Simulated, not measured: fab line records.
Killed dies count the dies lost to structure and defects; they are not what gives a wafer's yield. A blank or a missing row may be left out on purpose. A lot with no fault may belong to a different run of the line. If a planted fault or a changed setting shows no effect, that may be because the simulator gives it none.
Struck lot and sound lot, side by side -- flow n5_finfet -- 39 out of 1938 route steps
Sound: the wafers L615.1, L615.2, L615.3. Struck: wafers L605.1, L605.4, L605.5. The cause comes at the end.
Order at every step that has rows: each side's tool, ch and its chambers, its first start. Under that, the readings that differ: sound wafers -- struck wafers -- difference of the means -- sigmas: that difference in standard deviations of wafers without a fault.
alike: words and numbers the same on both sides, and readings whose means are apart by under 2 such deviations; not compared: readings that were withheld, readings missing a value for some wafer, numbers with overlapping values and no deviation given by the record, and bounds like >300 which may hide the same value.
Wherever a step has rows on one side only, a row that says differs or no value, or a row with sigmas, the two part there. When numbers do not overlap yet have no deviation, they are printed without sigmas and do not part them. Lack of a reading on every wafer of one side parts them only where that side has two or more wafers.

first, 9 steps without rows for these wafers: N5_BEOL_M4_ANNEAL_95 (time 240 s); N5_BEOL_M4_SPUTTER_96 (material Cu, target thk 4.5 nm, time 8.29 s); N5_BEOL_M4_ECD_50 (material Cu, target thk 300 nm); N5_BEOL_M4_ANNEAL_51 (time 90 s); N5_BEOL_M4_CMP_52 (polishes, stops on SiOC, t overpolish 6.8 s, target thk 40 nm); N5_BEOL_M4_PRE_CLEAN_60 (time 15 s); N5_BEOL_M4_CO_CAP_55 (material Co, precursor CCTBA/H2, target thk 2 nm, time 102.1 s); N5_BEOL_M4_PRE_CLEAN_56 (time 15 s); N5_BEOL_M4_DEP_57 (deposits SiCN from 3MS/NH3, target thk 8 nm, time 14 s).
N5_BEOL_M4_RC_MEAS_101:
  sound on prober-02 ch 0, day 13 07:19; struck on prober-01 ch 0, day 10 15:19
  alike: DIBL_N, DIBL_P, IOFF_N, IOFF_P, ION_N, ION_P, SS_N, SS_P, VT_N, VT_P
then, 24 steps without rows for these wafers: N5_BEOL_M5_ILD_DEP_00 (deposits SiCOH lowk from DEMS/porogen, target thk 140.64 nm, time 25.9 s); N5_BEOL_M5_CURE_79 (cures SiCOH lowk, time 240 s); N5_BEOL_M5_PECVD_70 (deposits SiO2 from TEOS/O2, target thk 16 nm, time 18 s); N5_BEOL_M5_HM_DEP_02 (deposits TiN, target thk 20 nm); N5_BEOL_M5_COAT_59 (time 60 s, resist thk 60 nm); N5_BEOL_M5_COAT_60 (time 60 s, resist thk 12 nm); N5_BEOL_M5_COAT_71 (time 60 s, resist thk 5 nm); N5_BEOL_M5_COAT_05 (resist thk 30 nm); N5_BEOL_M5_EBR_07; N5_BEOL_M5_SOFTBAKE_06 (time 60 s); N5_BEOL_M5_EXPOSE_08 (exposes mask M5, target cd 28 nm); N5_BEOL_M5_PEB_09 (peb time 60 s); N5_BEOL_M5_DEVELOP_10 (develop time 30 s); N5_BEOL_M5_DESCUM_16 (chemistry O2, time 7 s); N5_BEOL_M5_ETCH_72 (etches underlayer in N2/H2, target depth 6.5 nm, time 5.2 s); N5_BEOL_M5_ETCH_61 (etches SiARC in CF4, target depth 15.6 nm, time 26 s); N5_BEOL_M5_ETCH_62 (etches SOC in N2/H2, target depth 75 nm, overetch 15 nm, time 112.5 s); N5_BEOL_M5_STRIP_63 (strips in N2/H2); N5_BEOL_M5_STRIP_73 (strips in N2/H2); N5_BEOL_M5_STRIP_64 (strips in CF4); N5_BEOL_M5_HM_OPEN_17 (chemistry Cl2/BCl3, target TiN, target depth 20 nm, overetch 6 nm); N5_BEOL_M5_STRIP_19 (strips in O2); N5_BEOL_M5_COAT_65 (time 60 s, resist thk 60 nm); N5_BEOL_M5_COAT_66 (time 60 s, resist thk 12 nm).
N5_BEOL_M9_CMP_52: polishes, stops on SiCOH lowk, t overpolish 7 s, target thk 140 nm.
  sound on cmp-01 ch 0,1,3, day 15 06:08; struck on cmp-01 ch 0,1, day 12 07:35
  no value came back on the struck wafers for any of 6 readings (barrier_field_endpoint_s (s), clearing_platen_down_force_psi (psi) and others); on the sound wafers barrier_field_endpoint_s (s) reads 30.1 29.1 28.1
reading,sound,struck,difference,sigmas
model.Cu_of_BEOL_M9_ECD_50.thk_nm (nm),138.2 140.2 136.4,316.6 321.2 320,+181.0,
model.SiO2_of_BEOL_M9_PECVD_70.thk_nm (nm),0 0 0,19.4 20.2 19.8,+19.8,
N5_BEOL_M9_THK_MEAS_53: measures by xrf.
  sound on film_metro-02, day 15 06:24; struck on film_metro-01, day 12 07:50
reading,sound,struck,difference,sigmas
M9_THK (nm),141 143 140,326 332 330,+188,+59
N5_BEOL_M9_RS_MEAS_57: the measuring method here is four-point-probe.
  sound on film_metro-01, day 15 06:32; struck on film_metro-02, day 12 07:59
reading,sound,struck,difference,sigmas
M9_RS (ohm/sq),0.153 0.151 0.155,0.061 0.060 0.060,-0.093,-26
N5_BEOL_M9_INSPECT_58: inspects for defects (darkfield).
  sound on defect_inspect-01, day 15 06:34; struck on defect_inspect-02, day 12 08:01
reading,sound,struck,difference,sigmas
raw_defect_count,75 76 53,4319 4357 4388,+4287,+99 or more
-- here the record skips 2 days between the struck wafers' starts before and after, leaving off in module BEOL_M9 and picking up in module PASSIVATION (first step shown: number 1936 of the route) --
N5_PASSIVATION_PROBE_49:
  record: rows for the struck wafers here (prober-01, day 14 12:04), none for the sound ones

WHERE THEY PART
Earliest at N5_BEOL_M9_CMP_52; latest, in this record, at N5_PASSIVATION_PROBE_49.

WHY: what had been put in by the simulator
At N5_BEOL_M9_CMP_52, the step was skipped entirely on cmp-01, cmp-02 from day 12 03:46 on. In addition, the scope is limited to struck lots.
